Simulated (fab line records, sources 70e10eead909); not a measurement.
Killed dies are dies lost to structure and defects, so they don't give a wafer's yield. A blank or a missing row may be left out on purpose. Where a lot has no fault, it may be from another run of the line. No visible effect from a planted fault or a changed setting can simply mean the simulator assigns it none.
What tool caused it? | flow nand_harc | Sampling: 12 lots, 36 wafers, 5 of 1302 route steps

## WHAT THE GAUGES READ, wafer by wafer
NHARC_P_STI_OVL_MEAS_10.
lot  | measured     | on         | overlay_x_nm (nm) | overlay_y_nm (nm)
L860 | day 3 10:02  | overlay-01 | -4 -4 -4          | 3 2 4
L861 | day 3 19:11  | overlay-02 | 9 9 10            | -1 -1 -1
L866 | day 5 17:52  | overlay-02 | -3 -3 -3          | -2 -2 -2
L869 | day 7 01:10  | overlay-02 | -5 -5 -5          | 3 3 3
L872 | day 8 05:01  | overlay-01 | 1 1 1             | -3 -4 -4
L873 | day 8 15:13  | overlay-02 | -6 -6 -5          | 9 9 8
L874 | day 9 00:53  | overlay-02 | 0 0 0             | -1 -1 -2
L876 | day 9 20:38  | overlay-01 | 6 7 7             | 1 1 1
L877 | day 10 09:51 | overlay-02 | 0 0 1             | 2 2 2
L878 | day 10 17:51 | overlay-02 | -5 -6 -5          | 1 1 1
L879 | day 11 04:15 | overlay-02 | -2 -2 -2          | 3 3 2
L882 | day 12 09:26 | overlay-02 | 7 8 7             | -13 -12 -12

NHARC_END_SORT_01.
lot  | measured     | on        | killed_at_array | killed_at_other | killed_at_periphery | killed_dies | killed_open | killed_short
L874 | day 31 02:40 | prober-02 | 52 80 77        | 0 0 2           | 4 3 0               | 56 83 79    | 4 6 5       | 2 5 2

## WHAT TOOL EACH LOT RAN ON (gives the tool, then ch and the chambers of the sampled wafers, and finally the start)
lot  | NHARC_P_ZERO_WELL_SOFTBAKE_06     | NHARC_P_ZERO_WELL_DESCUM_26        | NHARC_P_ZERO_WELL_DESCUM_54
L860 | litho_track-05 ch 0, day 2 06:00  | rie_diel-13 ch 0,1, day 2 08:43    | rie_diel-13 ch 0,1,2, day 2 12:29
L861 | litho_track-07 ch 0, day 2 16:00  | rie_diel-13 ch 1,2,3, day 2 21:20  | rie_diel-13 ch 0,2,3, day 3 00:37
L866 | litho_track-05 ch 0, day 4 18:00  | rie_diel-01 ch 0,1,3, day 4 20:53  | rie_diel-13 ch 0,1,3, day 5 00:14
L869 | litho_track-02 ch 0, day 6 00:00  | rie_diel-13 ch 0,1, day 6 02:37    | rie_diel-01 ch 1,2,3, day 6 05:41
L872 | litho_track-05 ch 0, day 7 06:00  | rie_diel-13 ch 0,1,2, day 7 08:47  | rie_diel-01 ch 0,1,3, day 7 12:05
L873 | litho_track-05 ch 0, day 7 16:00  | rie_diel-13 ch 0,2, day 7 18:47    | rie_diel-06 ch 0,2,3, day 7 22:03
L874 | litho_track-02 ch 0, day 8 02:00  | rie_diel-01 ch 0,1,2, day 8 04:38  | rie_diel-13 ch 0,2,3, day 8 07:55
L876 | litho_track-02 ch 0, day 8 22:00  | rie_diel-06 ch 0,1, day 9 00:37    | rie_diel-01 ch 0,1,3, day 9 03:53
L877 | litho_track-02 ch 0, day 9 08:00  | rie_diel-06 ch 0,3, day 9 10:41    | rie_diel-06 ch 1,2, day 9 14:00
L878 | litho_track-07 ch 0, day 9 18:00  | rie_diel-13 ch 0,1,3, day 9 20:49  | rie_diel-06 ch 1,2, day 10 00:05
L879 | litho_track-07 ch 0, day 10 04:00 | rie_diel-06 ch 0,1,2, day 10 07:10 | rie_diel-06 ch 0,2,3, day 10 10:21
L882 | litho_track-07 ch 0, day 11 10:00 | rie_diel-13 ch 1,3, day 11 12:44   | rie_diel-06 ch 0,2, day 11 15:53
- NHARC_P_ZERO_WELL_SOFTBAKE_06: time 70 s.
- NHARC_P_ZERO_WELL_DESCUM_26: chemistry O2, time 3 s.
- NHARC_P_ZERO_WELL_DESCUM_54: chemistry O2, time 3 s.

## AS READ BY THE TOOLS THEMSELVES (means over the sampled wafers that have a number; for cases with no such wafer, the mark the record gives instead)
NHARC_P_ZERO_WELL_SOFTBAKE_06.
lot  | tool           | exhaust_pa (Pa) | heater_power_total_W (W)
L860 | litho_track-05 | 45.3            | 200.7
L861 | litho_track-07 | 44.6            | 200.8
L866 | litho_track-05 | 44.6            | 199.5
L869 | litho_track-02 | 44.6            | 200.6
L872 | litho_track-05 | 44.7            | 206.5
L873 | litho_track-05 | 45.8            | 206.4
L874 | litho_track-02 | 45.2            | 201.3
L876 | litho_track-02 | 45.0            | 200.2
L877 | litho_track-02 | 45.0            | 201.3
L878 | litho_track-07 | 44.8            | 201.0
L879 | litho_track-07 | 45.0            | 200.5
L882 | litho_track-07 | 46.0            | 201.5

NHARC_P_ZERO_WELL_DESCUM_26.
lot  | tool        | drypump_motor_current_A (A) | oes_product_au (a.u.) | rf_vpp_V (V) | showerhead_plenum_p_Torr (Torr) | throttle_valve_pct (%)
L860 | rie_diel-13 | 5.5                         | 1.007                 | 57.2         | 1.82                            | 11.308
L861 | rie_diel-13 | 6.0                         | 1.007                 | 58.2         | 1.97                            | 11.305
L866 | rie_diel-01 | 5.8                         | 0.991                 | 56.9         | 1.82                            | 11.306
L869 | rie_diel-13 | 5.5                         | 0.997                 | 58.0         | 1.85                            | 11.312
L872 | rie_diel-13 | 5.7                         | 1.004                 | 56.9         | 1.88                            | 11.312
L873 | rie_diel-13 | 6.0                         | 1.005                 | 57.5         | 1.92                            | 11.318
L874 | rie_diel-01 | 5.6                         | 0.995                 | 57.0         | 1.87                            | 11.314
L876 | rie_diel-06 | 6.1                         | 1.001                 | 58.0         | 1.87                            | 11.309
L877 | rie_diel-06 | 6.1                         | 1.013                 | 56.9         | 1.95                            | 11.309
L878 | rie_diel-13 | 5.8                         | 1.006                 | 57.7         | 1.88                            | 11.314
L879 | rie_diel-06 | 5.9                         | 1.004                 | 57.3         | 1.88                            | 11.309
L882 | rie_diel-13 | 5.8                         | 1.003                 | 57.1         | 1.91                            | 11.315

NHARC_P_ZERO_WELL_DESCUM_54.
lot  | tool        | drypump_motor_current_A (A) | oes_product_au (a.u.) | rf_vpp_V (V) | showerhead_plenum_p_Torr (Torr) | throttle_valve_pct (%)
L860 | rie_diel-13 | 5.8                         | 1.007                 | 57.5         | 1.90                            | 11.315
L861 | rie_diel-13 | 6.0                         | 0.999                 | 58.6         | 1.94                            | 11.299
L866 | rie_diel-13 | 5.7                         | 1.001                 | 58.4         | 1.89                            | 11.309
L869 | rie_diel-01 | 6.0                         | 0.987                 | 57.8         | 1.91                            | 11.322
L872 | rie_diel-01 | 5.8                         | 0.997                 | 57.8         | 1.81                            | 11.312
L873 | rie_diel-06 | 5.7                         | 1.007                 | 57.7         | 1.91                            | 11.303
L874 | rie_diel-13 | 6.0                         | 1.000                 | 57.2         | 1.93                            | 11.319
L876 | rie_diel-01 | 5.8                         | 0.997                 | 57.6         | 1.81                            | 11.310
L877 | rie_diel-06 | 5.7                         | 1.000                 | 57.0         | 1.82                            | 11.318
L878 | rie_diel-06 | 5.5                         | 1.002                 | 57.1         | 1.83                            | 11.306
L879 | rie_diel-06 | 5.7                         | 1.009                 | 57.4         | 1.90                            | 11.312
L882 | rie_diel-06 | 5.7                         | 1.002                 | 57.8         | 1.90                            | 11.310

## THE ANSWER, worked out from the rows above alone
Rule: the lots themselves supply what counts as usual. Put in order of their means at a reading, lots are off if they are a third of the lots or fewer, leave a main group of 4 or more, and stand apart from it by a gap of 3 or more times the standard deviation of the main group's means; of several such gaps the widest counts. The tables above print the reading to a certain number of digits; a main group whose means all agree to those digits is not used. Also off: a lot with no number at a reading for which 4 or more lots have one. The other lots that the step has rows for count as sound. The gauges are gone through in route order, then the tools' own readings, and for those a lot's mean is taken as printed above. The first step at which some lot is off is used, and at that step the reading that is off furthest; a lot without a number counts as furthest.
Off, at NHARC_P_ZERO_WELL_SOFTBAKE_06 on heater_power_total_W: L872, L873. For the main group the mean is 200.7 W and the standard deviation 0.56.
If a tool, at that step or one of the process steps before it, ran each lot that is off and ran no sound lot following the first of them, it fits. One candidate fits, namely litho_track-05 at NHARC_P_ZERO_WELL_SOFTBAKE_06. Its last sound lot is L866 (day 4 18:00), its first lot that is off L872 (day 7 06:00): a fault that began between those two fits.
On the lots that are off, the tool's own readings at NHARC_P_ZERO_WELL_SOFTBAKE_06 differ by more than 5 times the standard deviation of the sound lots' means, which bears it out; heater_power_total_W reads 206.4 W there versus 200.7 W on the sound lots.

## WHAT HAD BEEN PUT IN BY THE SIMULATOR
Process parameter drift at NHARC_P_ZERO_WELL_SOFTBAKE_06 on litho_track-05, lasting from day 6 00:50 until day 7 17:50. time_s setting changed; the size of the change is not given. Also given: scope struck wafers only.
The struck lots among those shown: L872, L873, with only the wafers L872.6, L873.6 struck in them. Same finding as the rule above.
